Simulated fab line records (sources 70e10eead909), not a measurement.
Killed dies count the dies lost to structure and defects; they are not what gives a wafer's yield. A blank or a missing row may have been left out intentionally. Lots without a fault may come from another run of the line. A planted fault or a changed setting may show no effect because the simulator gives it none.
Chamber matching -- flow nand-harc -- rie-diel-03 running NHARC_P_GATE_DESCUM_93: 4 sister chambers
The step chemistry O2, time 3 s. 14 wafers are shown with their chamber, then 7 later ones without.

== EACH WAFER AND ITS CHAMBER ==
wafer,chamber,showerhead-plenum-p-Torr (Torr),drypump-motor-current-A (A),rf-vpp-V (V)
L754.2,2,1.80,6.2,58.0
L754.4,3,1.90,6.6,57.9
L754.5,2,1.80,6.2,56.9
L766.2,0,1.91,6.0,59.8
L766.4,3,1.90,6.5,57.6
L766.6,1,2.01,5.7,57.8
L767.2,3,1.90,6.5,57.6
L767.5,2,1.80,6.2,58.3
L767.6,3,1.90,6.5,58.5
L771.1,3,1.90,6.5,56.9
L771.2,2,1.79,6.1,57.1
L771.5,3,1.90,6.6,58.0
L775.1,2,1.79,6.1,57.6
L775.4,1,2.01,5.7,57.6

SIGNATURES, as means of the wafers listed above
reading,chamber 0,chamber 1,chamber 2,chamber 3,scatter within a chamber
showerhead-plenum-p-Torr,1.9100,2.0100,1.7960,1.9000,0.00346
drypump-motor-current-A,6.000,5.700,6.160,6.533,0.0503
rf-vpp-V,59.800,57.700,57.580,57.750,0.531
Rule: for each reading, subtract the chamber's mean from the wafer's reading, divide by that reading's scatter and square the result; add these up over the readings and take the root, which gives the wafer's distance from the chamber. The wafer belongs to the nearest chamber; if the next one is less than 2 further off, it can't be placed. The scatter: the root of (the sum of the squares of (reading less its chamber's mean) over the shown wafers, divided by (wafers less chambers)).

== WAFERS WITH NO CHAMBER GIVEN ==
wafer,showerhead-plenum-p-Torr (Torr),drypump-motor-current-A (A),rf-vpp-V (V)
L775.5,1.79,6.2,57.3
L776.2,1.90,6.0,57.5
L776.4,1.79,6.2,57.8
L776.6,1.90,6.0,59.1
L777.1,1.90,6.6,58.0
L777.2,1.90,6.0,56.0
L777.4,1.79,6.2,55.6

== CHAMBER TAKEN BY EACH ==
wafer,from the rows above,in truth
L775.5,2,2
L776.2,0,0
L776.4,2,2
L776.6,0,0
L777.1,3,3
L777.2,0,0
L777.4,2,2
7 of 7 placed correctly. From these rows, 0 cannot be placed. Wrongly placed: 0.
